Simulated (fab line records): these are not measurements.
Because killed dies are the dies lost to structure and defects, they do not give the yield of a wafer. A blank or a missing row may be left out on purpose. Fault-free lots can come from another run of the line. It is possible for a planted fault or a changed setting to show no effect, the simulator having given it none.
Matching of chambers | flow nand harc | NHARC_A_M0_PRE_CLEAN_31 on pecvd-03: 3 sister chambers
The step time 12 s. 6 wafers are shown with their chamber, then 9 later ones without.

== EACH WAFER AND ITS CHAMBER ==
wafer  | chamber | heater power w (W)
L079.5 | 0       | 695
L082.3 | 2       | 721
L082.5 | 1       | 574
L084.1 | 1       | 622
L084.2 | 2       | 656
L084.3 | 0       | 735

== WAFERS WITHOUT THEIR CHAMBER ==
wafer  | heater power w (W)
L089.1 | 560
L089.2 | 725
L089.3 | 723
L091.1 | 666
L091.3 | 660
L091.4 | 663
L092.1 | 643
L092.3 | 686
L092.4 | 686

== WHICH CHAMBER EACH WENT THROUGH ==
wafer  | from the rows above          | in truth
L089.1 | 1                            | 1
L089.2 | can't be placed: 0 or 2      | 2
L089.3 | can't be placed: 0 or 2      | 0
L091.1 | can't be placed: 2 or 0 or 1 | 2
L091.3 | can't be placed: 2 or 0 or 1 | 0
L091.4 | can't be placed: 2 or 0 or 1 | 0
L092.1 | can't be placed: 1 or 2 or 0 | 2
L092.3 | can't be placed: 2 or 0      | 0
L092.4 | can't be placed: 2 or 0      | 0
1 of 9 placed correctly. Can't be placed from these rows: 8 (the true chamber is among the candidates in 8). 0 placed wrongly.
How it was worked out, from the rows above alone: a wafer's distance from a chamber is the root of the sum, over the readings, of the square of ((its reading less the chamber's mean) divided by the reading's scatter). The wafer belongs to the nearest chamber; if the next one is less than 2 further off, it can't be placed. Each chamber's mean is taken over the wafers shown for it. The scatter is the square root of a quotient: the sum, over the shown wafers, of each reading's squared deviation from its chamber's mean, divided by wafers minus chambers.
